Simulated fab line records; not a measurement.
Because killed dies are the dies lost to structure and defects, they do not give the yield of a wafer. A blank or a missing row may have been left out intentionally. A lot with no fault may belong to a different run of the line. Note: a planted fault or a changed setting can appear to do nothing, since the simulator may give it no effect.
fab line records ; flow nand-harc
record: lots: 5; wafers: 15; last-day: 33
route steps=1302 shown P_GATE@185 END@1302
lots untouched by any fault: they come from a run of this same line in which no faults occurred
start-h: start of the lot's first displayed wafer, in hours after the record's first day ; wait-h: hours from the lot's prior step to this one ; " unchanged from the row above ; L1.1+2: a row that stands for several wafers ; - no value present, or no start provided ; * or withheld: withheld ; < > ~ a bound
route shown NAME@n: NAME is a module with steps in the file, n the number in the route of the first one ; usual: the fault-free wafers' mean and standard deviation ; same: alike in all rows ; chamber/n: place in a boat ; sites: the reading at each site ; _std_site: how widely they spread, as a standard deviation ; _edge_site: mean of outer sites minus mean of inner sites ; radius-mm: for every site, how far away it sits from the centre of the wafer ; mask NAME#n: copy n ; behind: the tool/chamber that last shaped the wafer ; hold: what put the lot on hold/how long, in hours/how the hold closed ; device: transistor that didn't switch, given as n, p or np ; end of line: at the end of the route, the tests of the same wafers ; a step without rows: its recipe alone ; killed: count of dies lost to structure and defects at first sort (not the wafer's yield) ; map: the dies of a wafer, with x for killed, . for not killed, _ for no die there
set.NAME: setting as actually run; set.NAME@STEP: the setting as run at that earlier step ; model.NAME: the simulator's own value behind a step, which no gauge read
lots at selected steps of the route; one table per step, one row per wafer
services: when a tool's chamber went out of use (start-h, in hours from the record's first day, below 0 if earlier), for how many hours, and the reason
== steps ==
step: NHARC_P_GATE_CD_MEAS_59
recipe: target-cd-nm: 720; landing-energy-ev: 500
usual: cd-nm: 719.4/1.4
lot.wafer;tool;chamber;start-h;wait-h;cd-nm
L862.1;cd-sem-03;0;115.51;-;719.9
L862.2;cd-sem-03;0;115.51;-;720.2
L862.5;cd-sem-03;0;115.51;-;721.7
L872.2;cd-sem-02;0;207.39;-;718.1
L872.4;cd-sem-02;0;207.39;-;720.6
L872.5;cd-sem-02;0;207.39;-;718.8
L881.2;cd-sem-01;0;305.16;-;720.6
L881.3;cd-sem-01;0;305.16;-;721.8
L881.5;cd-sem-01;0;305.16;-;718.5
L882.3;cd-sem-03;0;309.72;-;718.3
L882.5;cd-sem-03;0;309.72;-;716.6
L882.6;cd-sem-03;0;309.72;-;718.2
L883.2;cd-sem-01;0;317.92;-;719.6
L883.4;cd-sem-01;0;317.92;-;719.2
L883.6;cd-sem-01;0;317.92;-;718.9
step: NHARC_P_GATE_HARDBAKE_60
recipe: temp-c: 125; time-s: 80
step: NHARC_P_GATE_DESCUM_61
recipe: time-s: 3; o2-flow-sccm: 200; ar-flow-sccm: 0; bias-power-w: 0; chemistry: O2
usual: drypump-motor-current-A: 5.5/0.35; oes-product-au: 0.998/0.0083; rf-vpp-V: 57.7/0.86; showerhead-plenum-p-Torr: 1.92/0.084; throttle-valve-pct: 11.310/0.0088
lot.wafer;tool;chamber;start-h;wait-h;drypump-motor-current-A;oes-product-au;rf-hours-counter-h;rf-vpp-V;showerhead-plenum-p-Torr;throttle-valve-pct
L862.2;rie-diel-01;2;115.69;-;5.6;0.987;5.7;58.1;1.89;11.304
L862.1;rie-diel-01;0;115.69;-;4.9;0.986;5.6;59.3;2.04;11.304
L862.5;rie-diel-01;1;115.69;-;5.4;0.996;-;57.1;2.02;11.324
L872.2;rie-diel-03;3;207.58;-;5.1;1.010;5.8;57.7;1.93;11.302
L872.4;rie-diel-03;0;207.58;-;5.3;0.998;4.4;57.8;1.87;11.306
L872.5;rie-diel-03;1;207.58;-;6.0;0.997;-;58.1;1.84;11.316
L881.2;rie-diel-01;1;305.33;-;5.4;0.993;5.4;56.6;2.02;11.304
L881.3;rie-diel-01;3;305.33;-;5.7;1.000;5.9;58.1;2.02;11.307
L881.5;rie-diel-01;0;305.33;-;4.9;0.993;-;57.8;2.04;11.314
L882.3;rie-diel-11;0;309.92;-;5.9;1.007;2.0;57.2;1.93;11.335
L882.6;rie-diel-11;1;309.92;-;5.9;0.996;-;55.8;1.90;11.302
L882.5;rie-diel-11;2;309.92;-;5.9;1.010;-;57.5;1.83;11.309
L883.4;rie-diel-01;3;318.10;-;5.7;0.993;7.0;59.1;2.02;11.315
L883.2;rie-diel-01;0;318.10;-;4.9;0.986;7.2;56.9;2.04;11.310
L883.6;rie-diel-01;2;318.10;-;5.7;0.996;-;56.5;1.89;11.300
step: NHARC_P_GATE_IMPLANT_62
recipe: energy-kev: 20; dose-cm2: 3e+15; tilt-deg: 7
step: NHARC_P_GATE_STRIP_112
recipe: power-w: 1500; temp-c: 110; time-s: 200; chemistry: N2/H2
usual: drypump-motor-current-A: 6.1/0.46; heater-power-w: 83/6.2; rf-refl-power-W: 26/8.1
lot.wafer;tool;chamber;start-h;wait-h;drypump-motor-current-A;heater-power-w;rf-hours-counter-h;rf-refl-power-W
L862.1;plasma-asher-01;0;116.05;0.2;5.5;78;27;19
L862.2;plasma-asher-01;1;116.05;0.2;6.5;85;27;29
L862.5;plasma-asher-01;0;116.05;0.2;5.5;76;-;19
L872.2;plasma-asher-01;1;207.92;0.2;6.5;81;8;30
L872.4;plasma-asher-01;0;207.92;0.2;5.5;86;-;21
L872.5;plasma-asher-01;0;207.92;0.2;5.6;84;-;20
L881.2;plasma-asher-02;0;305.73;0.2;6.6;96;12;18
L881.3;plasma-asher-02;0;305.73;0.2;6.6;96;-;17
L881.5;plasma-asher-02;0;305.73;0.2;6.6;94;-;17
L882.3;plasma-asher-02;1;310.38;0.3;5.7;75;-;36
L882.6;plasma-asher-02;0;310.38;0.3;6.6;97;-;17
L882.5;plasma-asher-02;1;310.38;0.3;5.7;77;-;36
L883.2;plasma-asher-02;0;318.44;0.2;6.6;94;13;17
L883.4;plasma-asher-02;1;318.44;0.2;5.7;77;-;38
L883.6;plasma-asher-02;1;318.44;0.2;5.7;77;-;38
step: NHARC_P_GATE_STRIP_76
recipe: power-w: 1500; temp-c: 250; chemistry: O2
usual: drypump-motor-current-A: 6.1/0.46; heater-power-w: 312/23; rf-refl-power-W: 25/7.8
lot.wafer;tool;chamber;start-h;wait-h;drypump-motor-current-A;heater-power-w;rf-hours-counter-h;rf-refl-power-W
L862.1;plasma-asher-01;0;116.31;0.2;5.5;290;28;19
L862.2;plasma-asher-01;1;116.31;0.2;6.4;307;28;29
L862.5;plasma-asher-01;0;116.31;0.2;5.5;294;-;20
L872.2;plasma-asher-01;1;208.18;0.2;6.4;301;8;28
L872.4;plasma-asher-01;0;208.18;0.2;5.5;319;-;20
L872.5;plasma-asher-01;0;208.18;0.2;5.5;314;-;20
L881.2;plasma-asher-02;0;305.96;0.2;6.6;353;12;17
L881.3;plasma-asher-02;0;305.96;0.2;6.6;359;-;17
L881.5;plasma-asher-02;0;305.96;0.2;6.6;358;-;17
L882.3;plasma-asher-02;1;310.55;0.1;5.7;290;-;38
L882.6;plasma-asher-02;0;310.55;0.1;6.7;351;-;17
L882.5;plasma-asher-02;1;310.55;0.1;5.7;282;-;40
L883.2;plasma-asher-02;0;318.70;0.2;6.6;355;14;17
L883.4;plasma-asher-02;1;318.70;0.2;5.7;285;-;36
L883.6;plasma-asher-02;1;318.70;0.2;5.7;287;-;37
step: NHARC_P_GATE_STRIP_63
recipe: time-s: 900; temp-c: 130; chemistry: SPM
step: NHARC_P_GATE_DEHYDRATE_83
recipe: temp-c: 150; time-s: 120
step: NHARC_P_GATE_HMDS_84
recipe: time-s: 30
step: NHARC_P_GATE_COAT_85
recipe: spin-rpm: 3000
step: NHARC_P_GATE_SOFTBAKE_86
recipe: temp-c: 122; time-s: 95
step: NHARC_P_GATE_EBR_87
step: NHARC_P_GATE_EXPOSE_88
recipe: na: 0.6; target-cd-nm: 2000; dose-mj: 11.87; mask-id: P_HVN
lot.wafer;tool;chamber;start-h;wait-h;mask
L862.1+2+5;krf-scanner-02;0;117.07;-;P_HVN#0
L872.2+4+5;krf-scanner-03;0;208.95;-;P_PSD#0
L881.2+3+5;krf-scanner-03;0;306.59;-;P_HVN#0
L882.3+5+6;krf-scanner-02;0;311.29;-;P_HVN#0
L883.2+4+6;krf-scanner-03;0;319.48;-;P_HVN#0
step: NHARC_P_GATE_PEB_89
recipe: peb-temp-c: 118; peb-time-s: 85
step: NHARC_P_GATE_DEVELOP_90
recipe: time-s: 70
step: NHARC_P_GATE_CD_MEAS_91
recipe: target-cd-nm: 2000; landing-energy-ev: 500
usual: cd-nm: 1999.9/1.3
lot.wafer;tool;chamber;start-h;wait-h;cd-nm
L862.1;cd-sem-03;0;117.23;-;2002.4
L862.2;cd-sem-03;0;117.23;-;2001.2
L862.5;cd-sem-03;0;117.23;-;2001.8
L872.2;cd-sem-01;0;209.10;-;-
L872.4;cd-sem-01;0;209.10;-;-
L872.5;cd-sem-01;0;209.10;-;-
L881.2;cd-sem-02;0;306.75;-;1999.5
L881.3;cd-sem-02;0;306.75;-;1998.7
L881.5;cd-sem-02;0;306.75;-;1998.4
L882.3;cd-sem-03;0;311.44;-;2002.2
L882.5;cd-sem-03;0;311.44;-;1999.3
L882.6;cd-sem-03;0;311.44;-;2000.7
L883.2;cd-sem-02;0;319.63;-;2002.2
L883.4;cd-sem-02;0;319.63;-;2001.3
L883.6;cd-sem-02;0;319.63;-;2000.8
step: NHARC_P_GATE_HARDBAKE_92
recipe: temp-c: 125; time-s: 80
step: NHARC_END_SORT_01
recipe: temp-c: 25
usual: killed-at-array: 53/21; killed-at-other: 1.0/1.3; killed-at-periphery: 3.8/2.4; killed-dies: 58/21; killed-open: 3.4/1.9; killed-short: 2.4/1.5
same: gross-dies: 677
lot.wafer;tool;chamber;start-h;wait-h;hold;killed-at-array;killed-at-other;killed-at-periphery;killed-dies;killed-open;killed-short
L862.1;prober-02;0;582.82;2.5;-;71;2;1;74;6;3
L862.2;prober-02;0;583.63;2.8;-;65;3;4;72;4;1
L862.5;prober-02;0;586.03;3.7;-;74;4;4;82;9;4
L872.2;prober-02;0;677.83;2.8;await-dispo/2.6h/scrap;66;2;609;677;3;0
L872.4;prober-02;0;679.44;3.4;await-dispo/2.6h/scrap;71;0;606;677;1;5
L872.5;prober-02;0;680.24;3.7;await-dispo/2.6h/scrap;58;0;619;677;2;6
L881.2;prober-02;0;784.52;2.8;-;39;0;3;42;3;4
L881.3;prober-02;0;785.32;3.1;-;46;1;1;48;2;3
L881.5;prober-02;0;786.92;3.7;-;47;4;4;55;0;6
L882.3;prober-01;0;785.27;3.1;-;58;1;11;70;1;2
L882.5;prober-01;0;786.86;3.7;-;55;4;7;66;4;2
L882.6;prober-01;0;787.65;4.0;-;49;5;6;60;6;2
L883.2;prober-01;0;792.29;2.8;-;22;1;6;29;2;1
L883.4;prober-01;0;793.92;3.5;-;24;0;8;32;2;4
L883.6;prober-01;0;795.55;4.1;-;32;0;3;35;4;5
killed by level:class
L862.1 A_CHANNEL_HOLE_D2:chamber-film-flake=37 A_SLIT:chamber-film-flake=16 A_CHANNEL_HOLE_D1:chamber-film-flake=3 A_CONTACT:chamber-film-flake=3 A_ZERO_WELL:chamber-film-flake=2 A_DECK1_JOINT:chamber-film-flake=2 THIN_TSV:chamber-film-flake=2 P_CONTACT:geometric-particle:short=1
L862.2 A_CHANNEL_HOLE_D2:chamber-film-flake=36 A_SLIT:chamber-film-flake=15 A_CONTACT:chamber-film-flake=5 A_ZERO_WELL:chamber-film-flake=4 THIN_TSV:chamber-film-flake=3 P_ZERO_WELL:geometric-particle:open=1 P_M0:geometric-particle:open=1 P_M1:geometric-particle:open=1
L862.5 A_CHANNEL_HOLE_D2:chamber-film-flake=36 A_SLIT:chamber-film-flake=19 A_DECK1_JOINT:chamber-film-flake=4 THIN_TSV:chamber-film-flake=4 A_ZERO_WELL:chamber-film-flake=3 A_ONON_D2:geometric-particle:short=2 A_BLC:geometric-particle:open=2 A_STAIRCASE:chamber-film-flake=2
L872.2 P_GATE:area-expose=606 A_CHANNEL_HOLE_D1:chamber-film-flake=33 A_SLIT:chamber-film-flake=22 P_M2:chamber-film-flake=2 A_STAIRCASE:chamber-film-flake=2 A_WL_FILL:chamber-film-flake=2 A_CONTACT:chamber-film-flake=2 THIN_TSV:chamber-film-flake=2
L872.4 P_GATE:area-expose=601 A_CHANNEL_HOLE_D1:chamber-film-flake=34 A_SLIT:chamber-film-flake=19 A_CHANNEL_FILL_D2:chamber-film-flake=5 P_STI:chamber-film-flake=2 A_WL_FILL:chamber-film-flake=2 A_CONTACT:chamber-film-flake=2 P_GATE:geometric-particle:open=1
L872.5 P_GATE:area-expose=616 A_SLIT:chamber-film-flake=23 A_CHANNEL_HOLE_D1:chamber-film-flake=13 A_SGD_CUT:chamber-film-flake=3 A_WL_FILL:chamber-film-flake=3 A_CONTACT:chamber-film-flake=3 A_DECK1_JOINT:chamber-film-flake=2 A_CHANNEL_FILL_D2:chamber-film-flake=2
L881.2 A_SLIT:chamber-film-flake=15 A_CHANNEL_HOLE_D1:chamber-film-flake=9 A_CONTACT:chamber-film-flake=5 A_STAIRCASE:chamber-film-flake=3 A_DECK1_JOINT:chamber-film-flake=2 P_M0:geometric-particle:open=1 P_M1:geometric-particle:open=1 A_ONON_D1:geometric-particle:open=1
L882.3 A_CHANNEL_HOLE_D1:chamber-film-flake=15 A_CHANNEL_HOLE_D2:chamber-film-flake=15 A_CONTACT:chamber-film-flake=8 A_STAIRCASE:chamber-film-flake=8 P_CONTACT:chamber-film-flake=6 A_SLIT:chamber-film-flake=5 P_ZERO_WELL:chamber-film-flake=3 P_GATE:chamber-film-flake=2
L881.3 A_SLIT:chamber-film-flake=17 A_CHANNEL_HOLE_D1:chamber-film-flake=10 A_CONTACT:chamber-film-flake=10 A_CHANNEL_HOLE_D2:chamber-film-flake=3 A_ONON_D2:geometric-particle:short=2 A_ONON_D1:geometric-particle:open=1 A_CHANNEL_FILL_D1:geometric-particle:short=1 A_BLC:geometric-particle:open=1
L882.5 A_CHANNEL_HOLE_D2:chamber-film-flake=15 A_STAIRCASE:chamber-film-flake=10 A_DECK1_JOINT:chamber-film-flake=8 A_SLIT:chamber-film-flake=7 A_CHANNEL_HOLE_D1:chamber-film-flake=5 P_CONTACT:chamber-film-flake=4 A_CONTACT:chamber-film-flake=4 THIN_TSV:chamber-film-flake=4
L881.5 A_SLIT:chamber-film-flake=18 A_CONTACT:chamber-film-flake=11 A_CHANNEL_HOLE_D1:chamber-film-flake=8 THIN_TSV:chamber-film-flake=4 A_ONON_D1:geometric-particle:short=2 A_DECK1_JOINT:chamber-film-flake=2 A_M0:chamber-film-flake=2 P_CONTACT:geometric-particle:short=1
L882.6 A_CHANNEL_HOLE_D2:chamber-film-flake=15 A_CHANNEL_HOLE_D1:chamber-film-flake=11 A_STAIRCASE:chamber-film-flake=7 A_CONTACT:chamber-film-flake=4 THIN_TSV:chamber-film-flake=4 P_CONTACT:chamber-film-flake=3 A_SLIT:chamber-film-flake=3 P_M0:geometric-particle:open=1
L883.2 A_SLIT:chamber-film-flake=8 A_CHANNEL_HOLE_D1:unspecified=6 A_CONTACT:chamber-film-flake=4 P_CONTACT:chamber-film-flake=2 P_BONDPAD:geometric-particle:open=1 A_CHANNEL_FILL_D1:geometric-particle:open=1 A_WL_FILL:geometric-particle:short=1 P_ZERO_WELL:chamber-film-flake=1
L883.4 A_SLIT:chamber-film-flake=8 A_CHANNEL_HOLE_D2:chamber-film-flake=4 A_CHANNEL_FILL_D1:chamber-film-flake=3 P_M0:chamber-film-flake=2 A_CHANNEL_HOLE_D1:unspecified=2 P_CONTACT:geometric-particle:short=1 P_M0:geometric-particle:open=1 A_ONON_D1:geometric-particle:short=1
L883.6 A_SLIT:chamber-film-flake=9 A_CONTACT:chamber-film-flake=5 A_CHANNEL_FILL_D2:geometric-particle:short=2 A_CHANNEL_FILL_D2:geometric-particle:open=2 P_ZERO_WELL:chamber-film-flake=2 A_CHANNEL_HOLE_D1:chamber-film-flake=2 A_CHANNEL_FILL_D1:chamber-film-flake=2 A_CHANNEL_HOLE_D2:chamber-film-flake=2
map L872.2 (x killed, . not)
____________x____________
_________xxxxxxx_________
_______xxxxxxxxxxx_______
______xxxxxxxxxxxxx______
_____xxxxxxxxxxxxxxx_____
____xxxxxxxxxxxxxxxxx____
____xxxxxxxxxxxxxxxxx____
___xxxxxxxxxxxxxxxxxxx___
___xxxxxxxxxxxxxxxxxxx___
__xxxxxxxxxxxxxxxxxxxxx__
__xxxxxxxxxxxxxxxxxxxxx__
_xxxxxxxxxxxxxxxxxxxxxxx_
_xxxxxxxxxxxxxxxxxxxxxxx_
_xxxxxxxxxxxxxxxxxxxxxxx_
_xxxxxxxxxxxxxxxxxxxxxxx_
_xxxxxxxxxxxxxxxxxxxxxxx_
xxxxxxxxxxxxxxxxxxxxxxxxx
xxxxxxxxxxxxxxxxxxxxxxxxx
xxxxxxxxxxxxxxxxxxxxxxxxx
xxxxxxxxxxxxxxxxxxxxxxxxx
xxxxxxxxxxxxxxxxxxxxxxxxx
_xxxxxxxxxxxxxxxxxxxxxxx_
_xxxxxxxxxxxxxxxxxxxxxxx_
_xxxxxxxxxxxxxxxxxxxxxxx_
_xxxxxxxxxxxxxxxxxxxxxxx_
_xxxxxxxxxxxxxxxxxxxxxxx_
__xxxxxxxxxxxxxxxxxxxxx__
__xxxxxxxxxxxxxxxxxxxxx__
___xxxxxxxxxxxxxxxxxxx___
___xxxxxxxxxxxxxxxxxxx___
____xxxxxxxxxxxxxxxxx____
____xxxxxxxxxxxxxxxxx____
_____xxxxxxxxxxxxxxx_____
______xxxxxxxxxxxxx______
_______xxxxxxxxxxx_______
_________xxxxxxx_________
____________x____________
map L881.5 (x killed, . not)
____________x____________
_________...xxxx_________
_______....xxxxx.x_______
______.....xxxxxx..______
_____.......x.xx.x.._____
____........xxxxx..x.____
____.................____
___...................___
___...................___
__.....................__
__............x........__
_..............x.x.....x_
_............x.........._
_......x................_
_.x....................._
_......x................_
............xx...........
.........................
.........x.x.........x...
.........................
.........................
_......................._
_......................._
_.............x........._
_......x................_
_........x.............._
__...........x.........__
__........x............__
___.........x.x....x..___
___...................___
____.......x.........____
____........x........____
_____......xx......._____
______.............______
_______.......x..._______
_________.x..x.._________
____________.____________
== services ==
tool;chamber;start-h;hours;kind
krf-scanner-02;-;94.00;4.0;pm
rie-diel-03;-;104.30;9.0;pm
plasma-asher-01;-;128.10;3.5;repair
krf-scanner-02;-;133.89;2.8;repair
krf-scanner-03;-;137.88;5.4;repair
rie-diel-03;2;140.20;8.8;repair
rie-diel-03;0;140.22;7.3;repair
plasma-asher-01;-;165.13;9.0;pm
krf-scanner-02;-;165.47;2.3;repair
rie-diel-11;1;179.52;4.2;repair
rie-diel-11;3;189.08;8.6;repair
rie-diel-01;-;196.79;0.6;repair
rie-diel-11;3;202.24;6.2;repair
rie-diel-01;-;203.83;9.0;pm
krf-scanner-03;-;223.05;8.6;repair
plasma-asher-02;-;249.29;9.0;pm
krf-scanner-03;-;255.10;0.6;repair
rie-diel-11;-;255.53;9.0;pm
rie-diel-01;3;260.05;2.4;repair
krf-scanner-02;-;266.00;4.0;pm
rie-diel-01;0;271.69;7.7;repair
plasma-asher-01;-;280.99;4.6;repair
rie-diel-03;-;281.30;9.0;pm
krf-scanner-02;-;293.86;1.0;repair
== key ==
first-sign: step: NHARC_P_GATE_EXPOSE_88; reading: mask; direction: changed
effect: step: NHARC_P_GATE_CD_MEAS_91; reading: cd-nm; direction: missing
effect: step: NHARC_END_SORT_01; reading: killed-at-periphery; direction: up; sigmas: 99+; usual: 3.8; struck: 611.3
more-kills-born-at: NHARC_P_GATE_EXPOSE_88@krf-scanner-03: 1823
met-at NHARC_P_GATE_EXPOSE_88
struck-wafers L872.2,L872.4,L872.5
later-rows-left-out L872.2,L872.4,L872.5
tester-left-out L872
fault: kind: wrong-mask; tool: any; chamber: -; onset-h: 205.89; steps: NHARC_P_GATE_EXPOSE_88; aux-copy: P_PSD#0; scope: struck-lots-only
tester-left-out: of these lots the tester's yield and bins aren't shown, on N5 and GAA mostly nor the transistor test; their killed dies are dies lost to structure and defects alone, not to doping, threshold or leakage, so they don't give the yield
later-rows-left-out: the simulator's readings of these wafers behind a module that went badly wrong aren't trusted and aren't shown, but for the sort
